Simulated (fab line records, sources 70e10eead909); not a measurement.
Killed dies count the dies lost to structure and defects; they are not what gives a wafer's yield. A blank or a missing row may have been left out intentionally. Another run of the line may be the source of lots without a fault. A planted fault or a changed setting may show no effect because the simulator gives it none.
fab line records ; flow nandHarc ; part 2 of 2: steps 30 to 42 of 42
[record] lots = 5; wafers = 15; lastDay = 22
route steps=1159 shown P_BONDPAD@385 A_START@389 A_ZERO_WELL@390 A_SOURCE_PLATE@413 A_ONON_D1@424
lots that met no fault: taken from a fault-free run of the same line
startH: hours from the record's opening day to when the first of the lot's shown wafers began ; waitH: time in hours since the lot's previous step ; " identical to the entry in the row above ; L1.1+2: several wafers, shown together as one row ; - no value, or no start was given ; * or withheld: withheld ; < > ~ a bound
route shown NAME@n: names a module that has steps shown in the file, with the first one's number in the route ; usual: the fault-free wafers' mean and standard deviation ; same: alike in all rows ; chamber/n: place in a boat ; sites: per-site readings ; _std_site: their standard deviation ; _edge_site: the outer-site mean with the inner-site mean subtracted ; radiusMm: how far each site lies from the wafer's centre ; mask NAME#n: copy n ; behind: the most recent tool/chamber to have shaped the wafer ; hold: why the lot went on hold/how many hours it stayed there/how the hold came to an end ; device: which transistor (n, p or np) failed to switch ; end of line: tests of these same wafers at the route's end ; where a step has no rows: the recipe by itself ; killed: the dies lost at the first sort to structure and to defects; this is not the yield of the wafer ; map: the dies of a wafer, with x for killed, . for not killed, _ for no die there
set.NAME: the setting the step ran with; set.NAME@STEP: the setting that earlier step ran with ; model.NAME: the simulator's own value behind a step, which no gauge read
lots at some steps of the route; a table a step, a row a wafer
services: from which hour (startH, from the record's first day; less than 0 if before it) a tool's chamber was out of use, for how many hours, and why
[[steps]]
[step NHARC_A_SOURCE_PLATE_OXIDE_02]
[recipe] targetThkA = 100; tempC = 900; oxTimeS = 1362; material = SiO2
[usual] zonePowerLowerPct = 17.9/0.65; zonePowerTopPct = 35.8/0.53
lot.wafer;tool;chamber;startH;waitH;zonePowerLowerPct;zonePowerTopPct
L075.1;furnace-04;0;143.73;-;16.5;35.4
L075.2;furnace-04;0;143.73;-;16.6;34.8
L075.4;furnace-04;0;143.73;-;16.3;35.5
L079.2;furnace-01;0;161.25;-;18.2;35.4
L079.3;furnace-01;0;161.25;-;18.3;35.8
L079.4;furnace-01;0;161.25;-;18.2;36.2
L080.4;furnace-01;0;178.41;-;18.0;36.2
L080.5;furnace-01;0;178.41;-;18.4;36.6
L080.6;furnace-01;0;178.41;-;18.4;35.6
L084.2;furnace-01;0;196.30;-;18.6;36.3
L084.3;furnace-01;0;196.30;-;18.2;36.0
L084.6;furnace-01;0;196.30;-;18.1;35.8
L088.2;furnace-01;0;225.29;-;17.9;36.2
L088.4;furnace-01;0;225.29;-;18.4;35.6
L088.6;furnace-01;0;225.29;-;18.3;36.4
[step NHARC_A_SOURCE_PLATE_THK_MEAS_09]
[recipe] thkMeasGauge = ellipsometry
[usual] thkNm = 9.8/1
lot.wafer;tool;chamber;startH;waitH;thkNm
L075.1;filmMetro-02;-;147.75;0.4;11.2
L075.2;filmMetro-02;-;147.75;0.4;11.5
L075.4;filmMetro-02;-;147.75;0.4;11.2
L079.2;filmMetro-01;-;165.33;0.4;10.7
L079.3;filmMetro-01;-;165.33;0.4;10.1
L079.4;filmMetro-01;-;165.33;0.4;11.5
L080.4;filmMetro-01;-;182.49;0.4;8.3
L080.5;filmMetro-01;-;182.49;0.4;9.1
L080.6;filmMetro-01;-;182.49;0.4;10.6
L084.2;filmMetro-01;-;200.41;0.4;10.5
L084.3;filmMetro-01;-;200.41;0.4;10.7
L084.6;filmMetro-01;-;200.41;0.4;9.3
L088.2;filmMetro-01;-;229.33;0.4;9.0
L088.4;filmMetro-01;-;229.33;0.4;7.9
L088.6;filmMetro-01;-;229.33;0.4;9.5
[step NHARC_A_SOURCE_PLATE_PVD_04]
[recipe] targetThkA = 500; material = WSi2
lot.wafer;tool;chamber;startH;waitH
L075.2+4+1;pvdSputter-03;-;147.81;0.1
L079.2+4+3;pvdSputter-02;-;165.67;0.3
L080.4+6+5;pvdSputter-01;-;182.55;0.1
L084.3+2+6;pvdSputter-01;-;200.47;0.1
L088.2+4+6;pvdSputter-03;-;229.39;0.1
[step NHARC_A_SOURCE_PLATE_CVD_03]
[recipe] targetThkA = 2000; tempC = 620; pressureMtorr = 200; timeS = 4000; material = poly-Si
[usual] zonePowerLowerPct = 7.74/0.095; zonePowerTopPct = 19.4/1.3
lot.wafer;tool;chamber;startH;waitH;zonePowerLowerPct;zonePowerTopPct
L075.1;lpcvdPoly-01;0;150.50;-;7.93;19.7
L075.2;lpcvdPoly-01;0;150.50;-;7.93;19.5
L075.4;lpcvdPoly-01;0;150.50;-;7.99;19.7
L079.2;lpcvdPoly-02;0;168.18;-;7.76;20.5
L079.3;lpcvdPoly-02;0;168.18;-;7.77;20.8
L079.4;lpcvdPoly-02;0;168.18;-;7.71;20.8
L080.4;lpcvdPoly-02;0;185.06;-;7.71;20.9
L080.5;lpcvdPoly-02;0;185.06;-;7.71;20.9
L080.6;lpcvdPoly-02;0;185.06;-;7.86;20.6
L084.2;lpcvdPoly-02;0;202.98;-;7.82;20.7
L084.3;lpcvdPoly-02;0;202.98;-;7.78;21.0
L084.6;lpcvdPoly-02;0;202.98;-;7.59;20.8
L088.2;lpcvdPoly-03;0;231.89;-;7.69;18.3
L088.4;lpcvdPoly-03;0;231.89;-;7.64;18.1
L088.6;lpcvdPoly-03;0;231.89;-;7.76;18.4
[step NHARC_A_SOURCE_PLATE_ANNEAL_05]
[recipe] tempC = 850; timeS = 1800
[usual] zonePowerLowerPct = 15.4/0.79; zonePowerTopPct = 32.4/0.57
lot.wafer;tool;chamber;startH;waitH;zonePowerLowerPct;zonePowerTopPct
L075.1;furnace-04;0;156.83;3.2;14.7;32.1
L075.2;furnace-04;0;156.83;3.2;14.8;32.3
L075.4;furnace-04;0;156.83;3.2;14.7;31.5
L079.2;furnace-01;0;174.84;3.6;16.1;33.3
L079.3;furnace-01;0;174.84;3.6;16.3;32.8
L079.4;furnace-01;0;174.84;3.6;16.2;32.9
L080.4;furnace-04;0;191.59;3.4;14.6;32.1
L080.5;furnace-04;0;191.59;3.4;14.8;31.8
L080.6;furnace-04;0;191.59;3.4;14.6;31.6
L084.2;furnace-01;0;207.56;1.5;16.3;32.6
L084.3;furnace-01;0;207.56;1.5;16.1;32.5
L084.6;furnace-01;0;207.56;1.5;16.2;32.6
L088.2;furnace-01;0;238.54;3.5;16.5;32.2
L088.4;furnace-01;0;238.54;3.5;16.4;33.0
L088.6;furnace-01;0;238.54;3.5;16.1;33.0
[step NHARC_A_SOURCE_PLATE_THK_MEAS_06]
[recipe] thkMeasGauge = ellipsometry
[usual] thkNm = 200.1/2.3
lot.wafer;tool;chamber;startH;waitH;thkNm
L075.1;filmMetro-02;-;160.85;0.4;200.5
L075.2;filmMetro-02;-;160.85;0.4;199.8
L075.4;filmMetro-02;-;160.85;0.4;199.8
L079.2;filmMetro-02;-;178.77;0.4;196.1
L079.3;filmMetro-02;-;178.77;0.4;199.3
L079.4;filmMetro-02;-;178.77;0.4;201.3
L080.4;filmMetro-01;-;195.55;0.4;199.0
L080.5;filmMetro-01;-;195.55;0.4;200.1
L080.6;filmMetro-01;-;195.55;0.4;200.1
L084.2;filmMetro-01;-;211.54;0.4;198.6
L084.3;filmMetro-01;-;211.54;0.4;197.3
L084.6;filmMetro-01;-;211.54;0.4;200.3
L088.2;filmMetro-02;-;242.48;0.4;202.5
L088.4;filmMetro-02;-;242.48;0.4;201.7
L088.6;filmMetro-02;-;242.48;0.4;202.5
[step NHARC_A_SOURCE_PLATE_INSPECT_08]
[usual] rawDefectCount = 59/19
lot.wafer;tool;chamber;startH;waitH;rawDefectCount
L075.1;defectInspect-02;-;160.91;0.0;31
L075.2;defectInspect-02;-;160.91;0.0;30
L075.4;defectInspect-02;-;160.91;0.0;90
L079.2;defectInspect-01;-;178.84;0.0;55
L079.3;defectInspect-01;-;178.84;0.0;63
L079.4;defectInspect-01;-;178.84;0.0;60
L080.4;defectInspect-02;-;195.65;0.0;47
L080.5;defectInspect-02;-;195.65;0.0;75
L080.6;defectInspect-02;-;195.65;0.0;91
L084.2;defectInspect-02;-;211.60;0.0;85
L084.3;defectInspect-02;-;211.60;0.0;64
L084.6;defectInspect-02;-;211.60;0.0;81
L088.2;defectInspect-02;-;242.54;0.0;93
L088.4;defectInspect-02;-;242.54;0.0;62
L088.6;defectInspect-02;-;242.54;0.0;51
[step NHARC_A_ONON_D1_DEP_00]
[recipe] targetThkA = 10000; n2FlowSccm = 2750; n2oFlowSccm = 2000; nh3FlowSccm = 500; sih4FlowSccm = 210; tempC = 400
lot.wafer;tool;chamber;startH;waitH
L075.1+2+4;pecvdOnon-02;0;160.98;0.1
L079.2+3+4;pecvdOnon-01;0;178.96;0.1
L080.4+5+6;pecvdOnon-03;0;195.89;0.2
L084.2+3+6;pecvdOnon-02;0;212.07;0.5
L088.2+4+6;pecvdOnon-01;0;242.66;0.1
[step NHARC_A_ONON_D1_THK_MEAS_02]
[recipe] thkMeasGauge = ellipsometry
[usual] thkNm = 1003/11
lot.wafer;tool;chamber;startH;waitH;thkNm
L075.1;filmMetro-01;-;161.49;-;985
L075.2;filmMetro-01;-;161.49;-;986
L075.4;filmMetro-01;-;161.49;-;986
L079.2;filmMetro-02;-;179.41;-;1010
L079.3;filmMetro-02;-;179.41;-;1010
L079.4;filmMetro-02;-;179.41;-;1011
L080.4;filmMetro-02;-;196.23;-;983
L080.5;filmMetro-02;-;196.23;-;983
L080.6;filmMetro-02;-;196.23;-;981
L084.2;filmMetro-01;-;212.53;-;1008
L084.3;filmMetro-01;-;212.53;-;1006
L084.6;filmMetro-01;-;212.53;-;1007
L088.2;filmMetro-01;-;243.11;-;1006
L088.4;filmMetro-01;-;243.11;-;1010
L088.6;filmMetro-01;-;243.11;-;1009
[step NHARC_A_ONON_D1_DEP_03]
[recipe] targetThkA = 10000; n2FlowSccm = 2750; n2oFlowSccm = 2000; nh3FlowSccm = 500; sih4FlowSccm = 210; tempC = 400
lot.wafer;tool;chamber;startH;waitH
L075.1+2+4;pecvdOnon-01;0;161.54;0.1
L079.2+3+4;pecvdOnon-03;0;179.66;0.2
L080.4+5+6;pecvdOnon-02;0;196.46;0.2
L084.2+3+6;pecvdOnon-01;0;212.64;0.1
L088.2+4+6;pecvdOnon-02;0;243.23;0.1
[step NHARC_A_ONON_D1_THK_MEAS_05]
[recipe] thkMeasGauge = ellipsometry
[usual] thkNm = 1005/11
lot.wafer;tool;chamber;startH;waitH;thkNm
L075.1;filmMetro-01;-;162.05;-;1006
L075.2;filmMetro-01;-;162.05;-;1006
L075.4;filmMetro-01;-;162.05;-;1006
L079.2;filmMetro-01;-;180.11;-;1006
L079.3;filmMetro-01;-;180.11;-;1006
L079.4;filmMetro-01;-;180.11;-;1008
L080.4;filmMetro-02;-;196.80;-;978
L080.5;filmMetro-02;-;196.80;-;977
L080.6;filmMetro-02;-;196.80;-;979
L084.2;filmMetro-02;-;213.09;-;989
L084.3;filmMetro-02;-;213.09;-;989
L084.6;filmMetro-02;-;213.09;-;990
L088.2;filmMetro-01;-;243.68;-;1008
L088.4;filmMetro-01;-;243.68;-;1006
L088.6;filmMetro-01;-;243.68;-;1007
[step NHARC_A_ONON_D1_DEP_06]
[recipe] targetThkA = 10000; n2FlowSccm = 2750; n2oFlowSccm = 2000; nh3FlowSccm = 500; sih4FlowSccm = 210; tempC = 400
lot.wafer;tool;chamber;startH;waitH
L075.1+2+4;pecvdOnon-02;0;162.11;0.1
L079.2+3+4;pecvdOnon-02;0;180.27;0.2
L080.4+5+6;pecvdOnon-03;0;197.03;0.2
L084.2+3+6;pecvdOnon-03;0;213.21;0.1
L088.2+4+6;pecvdOnon-03;0;243.80;0.1
[step NHARC_A_ONON_D1_THK_MEAS_08]
[recipe] thkMeasGauge = ellipsometry
[usual] thkNm = 1000/8.4
lot.wafer;tool;chamber;startH;waitH;thkNm
L075.1;filmMetro-01;-;162.62;-;1008
L075.2;filmMetro-01;-;162.62;-;1007
L075.4;filmMetro-01;-;162.62;-;1007
L079.2;filmMetro-01;-;180.72;-;995
L079.3;filmMetro-01;-;180.72;-;996
L079.4;filmMetro-01;-;180.72;-;994
L080.4;filmMetro-01;-;197.37;-;1005
L080.5;filmMetro-01;-;197.37;-;1008
L080.6;filmMetro-01;-;197.37;-;1006
L084.2;filmMetro-01;-;213.66;-;1005
L084.3;filmMetro-01;-;213.66;-;1005
L084.6;filmMetro-01;-;213.66;-;1005
L088.2;filmMetro-02;-;244.26;-;1001
L088.4;filmMetro-02;-;244.26;-;1000
L088.6;filmMetro-02;-;244.26;-;1003
[[services]]
tool;chamber;startH;hours;kind
rieDiel-09;0;118.98;2.1;repair
pecvdOnon-03;-;121.42;3.7;repair
rieDiel-08;-;124.80;9.0;pm
rieDiel-06;3;126.06;19.5;repair
wetBench-06;-;129.60;8.0;pm
furnace-04;-;142.02;1.7;repair
pecvdOnon-03;-;153.00;13.0;pm
rieDiel-09;2;160.21;12.4;repair
furnace-04;-;163.99;10.1;repair
krfScanner-02;-;170.53;0.7;repair
wetBench-02;-;180.00;8.0;pm
lithoTrack-07;-;189.00;7.0;pm
rieDiel-09;2;189.14;6.2;repair
rieDiel-09;1;193.55;7.7;repair
pecvdOnon-01;-;195.00;13.0;pm
wetBench-05;-;196.80;8.0;pm
krfScanner-02;-;210.00;4.0;pm
lithoTrack-03;-;213.00;7.0;pm
wetBench-01;-;213.60;8.0;pm
rieDiel-09;2;229.40;19.4;repair
wetBench-08;-;230.40;8.0;pm
furnace-04;-;235.40;1.0;repair
rieDiel-06;1;239.98;4.3;repair
rieDiel-06;-;241.20;9.0;pm
